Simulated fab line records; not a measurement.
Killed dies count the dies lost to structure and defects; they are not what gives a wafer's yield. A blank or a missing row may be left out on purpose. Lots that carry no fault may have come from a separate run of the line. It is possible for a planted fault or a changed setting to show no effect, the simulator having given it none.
fab line records ; flow n5Finfet
[record] lots = 4; wafers = 12; lastDay = 17
route steps=1938 shown BEOL_M9@1458 BEOL_M10@1470 PASSIVATION@1936
lots that met no fault: from a run of the same line without faults
startH: hours from the record's first day to the start of the lot's first wafer shown ; waitH: how many hours have passed since the lot's step before this one ; " identical to the entry in the row above ; L1.1+2: several wafers, shown together as one row ; - no value, or no start given ; * or withheld: withheld ; < > ~ a bound
route shown NAME@n: a module of which the file shows steps, and the number in the route of the first ; usual: mean and standard deviation over wafers with no fault ; same: alike in all rows ; chamber/n: place in a boat ; sites: readings site by site ; _std_site: standard deviation of those values ; _edge_site: the outer-site mean with the inner-site mean subtracted ; radiusMm: for every site, how far away it sits from the centre of the wafer ; mask NAME#n: copy n ; behind: tool/chamber where the wafer was last shaped ; hold: reason for holding the lot/hours on hold/outcome of the hold ; device: transistor that didn't switch, given as n, p or np ; end of line: at the end of the route, the tests of the same wafers ; where a step has no rows: the recipe by itself ; killed: dies that structure and defects cost at the first sort, which is not the same as the wafer's yield ; map: shows each die of a wafer: x if killed, . if not, _ if none is there
set.NAME: the setting the step ran with; set.NAME@STEP: the setting that earlier step ran with ; model.NAME: the simulator's own value behind a step, which no gauge read
lots at selected steps of the route; one table per step, one row per wafer
services: from which hour (startH, from the record's first day; less than 0 if before it) a tool's chamber was out of use, for how many hours, and why
[[steps]]
[step N5_BEOL_M9_ALD_74]
[recipe] material = TaN; targetThkA = 20; tempC = 275; aldPrecursorFamily = PDMAT; aldCoReactant = NH3; pressureTorr = 3; carrierFlowSccm = 1500; pulseTimeS = 2; purgeTimeS = 3; coReactantPurgeTimeS = 2; coReactantPulseTimeS = 3; aldCycles = 40; precursorVesselTempC = 75; precursorVesselPressureTorr = 26.25; precursorVesselCarrierSccm = 1000
[step N5_BEOL_M9_SURFACE_TREAT_79]
[recipe] gas = Ar; timeS = *; ionEnergyEv = *; ionCurrentMaCm2 = 0.5; pressureMtorr = *; arFlowSccm = 30
[step N5_BEOL_M9_CVD_78]
[recipe] material = Co; targetThkA = 20; tempC = withheld; precursor = CCTBA/H2; pressureTorr = 30; timeS = 138.9
[step N5_BEOL_M9_SPUTTER_48]
[recipe] material = Cu; targetThkA = 120; tempC = -20; biasV = 60; powerW = 26000; chamberPressurePa = 0.13; timeS = 2
[step N5_BEOL_M9_ECD_50]
[recipe] material = Cu; targetThkA = 3180
[step N5_BEOL_M9_ANNEAL_51]
[recipe] tempC = 225; timeS = 90; ambient = N2
[step N5_BEOL_M9_CMP_52]
[recipe] stopOn = SiCOH_lowk; tOverpolishS = 7; downForcePsi = 1; platenRpm = 50; clearingPlatenDownForcePsi = 1.5; clearingPlatenRpm = 50; postCmpClean = cuAlkaline; targetThkNm = 140; clearingPlatenPadVelocityMS = 0.99484; padVelocityMS = 0.99484
[step N5_BEOL_M9_PRE_CLEAN_55]
[recipe] gas = NH3; timeS = 15; tempC = withheld; rfPowerW = 300
[step N5_BEOL_M9_DEP_56]
[recipe] material = SiCN; targetThkA = 150; tempC = withheld; precursor = 3MS/NH3; pressureTorr = 3; rfW = 202; timeS = 26.5
[step N5_BEOL_M10_ILD_DEP_00]
[recipe] material = SiCOH_lowk; targetThkA = 3085.1; tempC = 300; precursor = DEMS/porogen; pressureTorr = 5; rfW = 500; timeS = 58
[usual] heaterPowerW = 322/47; runLengthS = 101.1/0.61; showerheadPlenumPTorr = 5.736/0.014; throttleValvePct = 13.9/0.74
lot.wafer;tool;chamber;startH;waitH;heaterPowerW;runLengthS;showerheadPlenumPTorr;throttleValvePct;model.SiCOH_lowk_of_BEOL_M10_ILD_DEP_00.thkNm
L742.2;pecvd-01;0;254.94;0.1;370;101.3;5.719;14.9;306
L742.3;pecvd-01;1;254.94;0.1;290;101.3;5.720;13.7;307.2
L742.6;pecvd-01;0;254.94;0.1;299;102.0;5.746;15.0;312
L749.1;pecvd-01;0;292.31;0.0;365;104.1;5.738;15.2;319.8
L749.4;pecvd-01;2;292.31;0.0;333;103.4;5.740;13.7;328.4
L749.5;pecvd-01;1;292.31;0.0;298;104.0;5.723;13.4;325.6
L751.1;pecvd-01;2;325.35;0.0;267;103.2;5.760;13.7;318.8
L751.4;pecvd-01;2;325.35;0.0;268;103.2;5.761;14.0;329.2
L751.5;pecvd-01;0;325.35;0.0;373;104.9;5.729;15.1;325
L758.4;pecvd-02;2;354.20;0.1;414;101.0;5.720;13.1;306.4
L758.5;pecvd-02;0;354.20;0.1;271;100.5;5.744;14.2;310.8
L758.6;pecvd-02;1;354.20;0.1;371;100.6;5.737;14.3;310.8
[step N5_BEOL_M10_CURE_71]
[recipe] tempC = 385; timeS = 240; ambient = He/Ar; material = SiCOH_lowk
[step N5_BEOL_M10_THK_MEAS_01]
[recipe] reads = SiCOH_lowk_of_BEOL_M10_ILD_DEP_00
[usual] M10_ILD_THK = 269/3.4
lot.wafer;tool;chamber;startH;waitH;M10_ILD_THK[nm]
L742.2;filmMetro-01;-;255.53;0.4;266
L742.3;filmMetro-01;-;255.53;0.4;267
L742.6;filmMetro-01;-;255.53;0.4;271
L749.1;filmMetro-02;-;292.90;0.4;278
L749.4;filmMetro-02;-;292.90;0.4;286
L749.5;filmMetro-02;-;292.90;0.4;283
L751.1;filmMetro-01;-;325.94;0.4;277
L751.4;filmMetro-01;-;325.94;0.4;286
L751.5;filmMetro-01;-;325.94;0.4;283
L758.4;filmMetro-02;-;354.76;0.2;266
L758.5;filmMetro-02;-;354.76;0.2;270
L758.6;filmMetro-02;-;354.76;0.2;270
[step N5_BEOL_M10_PECVD_70]
[recipe] material = SiO2; targetThkA = 200; tempC = 400; precursor = TEOS/O2; pressureTorr = 5.5; rfW = 450; teosFlowSccm = 53.8; gas = O2; flowSccm = 3000; timeS = 22.7
[step N5_BEOL_M10_HM_DEP_02]
[recipe] material = TiN; targetThkA = 200; tempC = 25; chamberPressurePa = 0.49996
[step N5_BEOL_M10_COAT_59]
[recipe] resist = SOC; tempC = 250; timeS = 60; spinRpm = 1500; resistThkNm = 100
[step N5_BEOL_M10_COAT_60]
[recipe] resist = SiARC; tempC = 220; timeS = 60; spinRpm = 1500; resistThkNm = 30
[step N5_BEOL_M10_COAT_05]
[recipe] resist = CAR-ArF; spinRpm = 1500; resistThkNm = 90
[step N5_BEOL_M10_EBR_07]
[recipe] solvent = PGMEA; ebrWidthMm = 1.5
[step N5_BEOL_M10_SOFTBAKE_06]
[recipe] tempC = 110; timeS = 60; resist = CAR-ArF
[step N5_BEOL_M10_EXPOSE_08]
[recipe] maskId = M10; na = 1.35; sourceShape = dipole; sigmaInner = 0.411; sigmaOuter = 0.611; polarization = te; doseMj = 53.75
[step N5_BEOL_M10_PEB_09]
[recipe] pebTempC = withheld; pebTimeS = 60; resist = CAR-ArF
[step N5_BEOL_M10_DEVELOP_10]
[recipe] developTimeS = 30; developer = TMAH; resist = CAR-ArF; rinseLiquid = diw; dry = airSpin; devTempC = 23
[step N5_BEOL_M10_DESCUM_16]
[recipe] chemistry = O2; timeS = 7.9; sourcePowerW = 50; biasPowerW = 20; pressureMtorr = 20; rfFrequencyHz = 2.712e+07; tempC = 40; resist = CAR-ArF; o2FlowSccm = 225
[step N5_BEOL_M10_ETCH_61]
[recipe] chemistry = CF4; target = SiARC; targetDepthA = 390; maskMaterial = CAR-ArF; timeS = 65; ionEnergyEv = 80; pressureMtorr = 40; sourceW = 545; biasW = 36; Ar_flow_sccm = 100; cf4FlowSccm = 100; ends = cleared
[step N5_BEOL_M10_ETCH_62]
[recipe] chemistry = N2/H2; target = SOC; targetDepthA = 1100; overetchA = 220; maskMaterial = SiARC; tempC = 40; timeS = 165; ionEnergyEv = 200; pressureMtorr = 30; sourceW = 840; biasW = 150; n2FlowSccm = 200; h2FlowSccm = 200
[step N5_BEOL_M10_STRIP_68]
[recipe] chemistry = N2/H2; tempC = 40; n2FlowSccm = 200; h2FlowSccm = 200; rfFrequencyHz = 6e+07
[step N5_BEOL_M10_STRIP_67]
[recipe] chemistry = CF4; resist = SiARC; powerW = 300; biasPowerW = 75; pressureMtorr = 50; cf4FlowSccm = 150; rfFrequencyHz = 6e+07
[step N5_BEOL_M10_HM_OPEN_17]
[recipe] chemistry = Cl2/BCl3; targetDepthA = 200; overetchA = 60; target = TiN; maskMaterial = SOC; ionEnergyEv = 150; pressureMtorr = 10; icpW = 1000; biasW = 126; Cl2_flow_sccm = 53.25; bcl3FlowSccm = 21.75; Ar_flow_sccm = 25
[step N5_BEOL_M10_STRIP_19]
[recipe] chemistry = O2; powerW = 400; tempC = 40; pressureMtorr = 30; rfFrequencyHz = 6e+07; biasPowerW = 0; overashFraction = 0.2; o2FlowSccm = 225
[step N5_BEOL_M10_COAT_63]
[recipe] resist = SOC; tempC = 250; timeS = 60; spinRpm = 1500; resistThkNm = 100
[step N5_BEOL_M10_COAT_64]
[recipe] resist = SiARC; tempC = 220; timeS = 60; spinRpm = 1500; resistThkNm = 30
[step N5_BEOL_M10_COAT_22]
[recipe] resist = CAR-ArF; spinRpm = 1500; resistThkNm = 90
[step N5_BEOL_M10_EBR_24]
[recipe] solvent = PGMEA; ebrWidthMm = 1.5
[step N5_BEOL_M10_SOFTBAKE_23]
[recipe] tempC = 110; timeS = 60; resist = CAR-ArF
[step N5_BEOL_M10_EXPOSE_25]
[recipe] maskId = V9; na = 1.35; sourceShape = annular; sigmaInner = 0.5; sigmaOuter = 0.8; polarization = unpolarized; doseMj = 85.5
[step N5_BEOL_M10_CMP_52]
[recipe] stopOn = SiCOH_lowk; tOverpolishS = 7; downForcePsi = 1; platenRpm = 50; clearingPlatenDownForcePsi = 1.5; clearingPlatenRpm = 50; postCmpClean = cuAlkaline; targetThkNm = 140; clearingPlatenPadVelocityMS = 0.99484; padVelocityMS = 0.99484
[usual] barrierFieldEndpointS = 29.0/0.57; motorCurrentA = 5.9/0.69; overpolishRunS = 7.001/0.0094; platenRpm = 50.01/0.034; timeToEndpointS = 66.9/2.6
lot.wafer;tool;chamber;startH;waitH;barrierFieldEndpointS;motorCurrentA;overpolishRunS;platenRpm;timeToEndpointS;model.SiCOH_lowk_of_BEOL_M10_ILD_DEP_00.thkNm
L742.2;cmp-03;1;261.67;0.2;28.4;5.4;7.004;49.95;62.9;262.8
L742.3;cmp-03;3;261.67;0.2;28.5;7.5;6.989;50.05;64.3;264
L742.6;cmp-03;2;261.67;0.2;29.6;6.5;7.003;50.06;71.7;268
L749.1;cmp-04;1;299.22;0.3;28.3;6.4;7.013;49.98;67.7;275
L749.4;cmp-04;2;299.22;0.3;28.6;5.9;7.001;50.01;66.5;282.6
L749.5;cmp-04;1;299.22;0.3;29.4;6.5;6.990;49.99;70.2;280
L751.4;cmp-04;1;332.82;0.2;28.7;6.2;6.990;50.01;63.9;283.2
L751.1;cmp-04;3;332.82;0.2;28.4;5.4;6.999;50.00;63.9;274
L751.5;cmp-04;0;332.82;0.2;28.3;5.8;7.000;50.01;61.8;279.6
L758.4;cmp-01;1;361.75;0.1;30.1;5.3;7.003;50.05;69.4;263.2
L758.5;cmp-01;1;361.75;0.1;29.4;5.2;6.999;49.97;69.0;267.2
L758.6;cmp-01;2;361.75;0.1;30.5;5.5;6.995;50.02;71.9;267
[step N5_PASSIVATION_PROBE_49]
[usual] defectLimitedYield = 91.2/1.6; killed_at_M0_to_M3 = 33/11; killed_at_M4_up = 15/6.2; killedAtContacts = 15/7.1; killedAtFrontEnd = 38/12; killedAtOther = 4/3.5; killedDies = 104/19; killedOnRim = 14/4; killedOpen = 69/14; killedShort = 34/8.5; sort_bin_5_function = 5.2/0.99; sort_bin_6_memory = 3.3/0.77; sortNPass = 1076/19; sortYieldPct = 91.2/1.6
[same] grossDies = 1180; killedAtBackSide = 0; sort_bin_4_leakage[%] = 0; sort_bin_8_speed[%] = 0
lot.wafer;tool;chamber;startH;waitH;defectLimitedYield[%];killed_at_M0_to_M3;killed_at_M4_up;killedAtContacts;killedAtFrontEnd;killedAtOther;killedDies;killedOnRim;killedOpen;killedShort;sort_bin_5_function[%];sort_bin_6_memory[%];sortNPass;sortYieldPct[%]
L751.1;prober-02;-;378.32;0.0;89.7;48;16;19;36;2;121;13;83;36;5.3;4.5;1059;89.7
L751.4;prober-02;-;378.47;0.2;90.7;34;16;14;43;3;110;16;80;30;5.7;3.6;1070;90.7
L751.5;prober-02;-;378.52;0.2;89.5;49;15;38;21;1;124;16;81;43;6.3;3.6;1056;89.5
// killed by level:class
L751.1 MOL_CONTACT_COAG:geometricParticle:open=16 BEOL_M1:geometricParticle:open=13 BEOL_M0_SAQP:geometricParticle:short=11 FIN_SAQP:geometricParticle:open=8 GATE_CUT:geometricParticle:short=8 BEOL_M0_SAQP:geometricParticle:open=8 BEOL_M3:geometricParticle:open=8 BEOL_M5:geometricParticle:open=6
L751.4 MOL_CONTACT_COAG:geometricParticle:open=12 FIN_SAQP:geometricParticle:open=10 DUMMY_GATE:geometricParticle:open=7 BEOL_M0_SAQP:geometricParticle:short=7 BEOL_M3:geometricParticle:open=7 FIN_SAQP:geometricParticle:short=6 BEOL_M0_SAQP:geometricParticle:open=6 GATE_CUT:geometricParticle:short=5
L751.5 MOL_CONTACT_COAG:geometricParticle:open=29 BEOL_M0_SAQP:geometricParticle:short=14 BEOL_M3:geometricParticle:open=12 MOL_CONTACT_COAG:geometricParticle:short=9 FIN_SAQP:geometricParticle:open=8 BEOL_M2:geometricParticle:open=7 BEOL_M0_SAQP:geometricParticle:open=6 BEOL_M4:geometricParticle:short=5
[[services]]
tool;chamber;startH;hours;kind
cmp-04;-;232.63;0.3;repair
pecvd-01;2;244.65;5.5;scheduledDown
cmp-04;-;246.71;8.5;pm
cmp-01;-;254.51;4.0;pm
pecvd-01;-;256.49;0.9;repair
cmp-01;-;258.51;-;consumableReplace:conditioner
cmp-01;-;258.51;-;consumableReplace:pad
pecvd-01;0;266.89;2.1;scheduledDown
cmp-03;-;269.07;4.0;pm
cmp-03;-;273.07;-;consumableReplace:conditioner
cmp-03;-;273.07;-;consumableReplace:pad
cmp-03;-;290.07;0.6;repair
cmp-01;-;294.07;9.1;pm
pecvd-02;-;310.09;0.5;repair
pecvd-02;2;321.45;2.1;scheduledDown
pecvd-02;-;326.05;14.6;pm
cmp-04;-;357.89;7.3;pm
[[key]]
[firstSign] step = N5_BEOL_M10_ILD_DEP_00; reading = runLengthS; direction = up; sigmas = 4.4; usual = *; struck = *
[effect] step = N5_BEOL_M10_THK_MEAS_01; reading = M10_ILD_THK; direction = up; sigmas = 3.9; usual = 269; struck = 282
[modelEffect] step = N5_BEOL_M10_ILD_DEP_00; value = SiCOH_lowk_of_BEOL_M10_ILD_DEP_00.thkNm; without = 309.2; struck = 324.5
[modelEffect] step = N5_BEOL_M10_CMP_52; value = SiCOH_lowk_of_BEOL_M10_ILD_DEP_00.thkNm; without = 265.7; struck = 279.1
metAt N5_BEOL_M10_ILD_DEP_00
struckWafers L749.1,L749.4,L749.5,L751.1,L751.4,L751.5
onsetBetween 254.94 292.31
[fault] kind = processParameterDrift; tool = pecvd-01; chamber = -; onsetH = 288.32; steps = N5_BEOL_M10_ILD_DEP_00; channel = timeS; offset = *; shape = step; endH = 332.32; actsIn = *; stated = *
